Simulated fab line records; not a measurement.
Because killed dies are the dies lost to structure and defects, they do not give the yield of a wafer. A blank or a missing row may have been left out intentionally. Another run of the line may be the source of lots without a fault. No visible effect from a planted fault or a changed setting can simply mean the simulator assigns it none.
Chamber matching | flow nand harc | NHARC_P_M2_STRIP_18 on rie diel-02: 4 sister chambers
The step strips in N2/H2. 8 wafers are shown with their chamber, then 7 later ones without.

WAFERS, EACH WITH ITS CHAMBER
wafer  | chamber | drypump motor current A (A) | oes product au (a.u.)
L885.4 | 1       | 6.1                         | 0.997
L887.3 | 1       | 6.1                         | 0.986
L887.4 | 2       | 5.4                         | 1.009
L887.6 | 0       | 5.5                         | 0.997
L888.2 | 2       | 5.4                         | 1.008
L888.5 | 0       | 5.6                         | 1.009
L893.4 | 3       | 5.8                         | 0.985
L893.5 | 3       | 5.8                         | 0.988

WAFERS WHOSE CHAMBER IS MISSING
wafer  | drypump motor current A (A) | oes product au (a.u.)
L893.6 | 5.6                         | 1.013
L894.1 | 5.4                         | 1.002
L894.2 | 5.8                         | 0.998
L894.4 | 5.6                         | 1.009
L899.1 | 5.9                         | 0.983
L899.3 | 5.6                         | 1.016
L899.5 | 6.1                         | 0.975

WHICH CHAMBER EACH ONE RAN IN
wafer  | from the rows above | in truth
L893.6 | 0                   | 0
L894.1 | 2                   | 2
L894.2 | 3                   | 3
L894.4 | 0                   | 0
L899.1 | 3                   | 3
L899.3 | 0                   | 0
L899.5 | 1                   | 1
Placed correctly: 7 of 7. Can't be placed from these rows: 0. Placed wrongly: 0.
How it was worked out, from the rows above alone: a wafer's distance from a chamber is the root of the sum, over the readings, of the square of ((its reading less the chamber's mean) divided by the reading's scatter). If the next closest chamber is less than 2 further off than the closest, the wafer can't be placed; otherwise it belongs to the closest. A chamber's mean is the mean of its shown wafers. The scatter: the root of (the sum of the squares of (reading less its chamber's mean) over the shown wafers, divided by (wafers less chambers)).
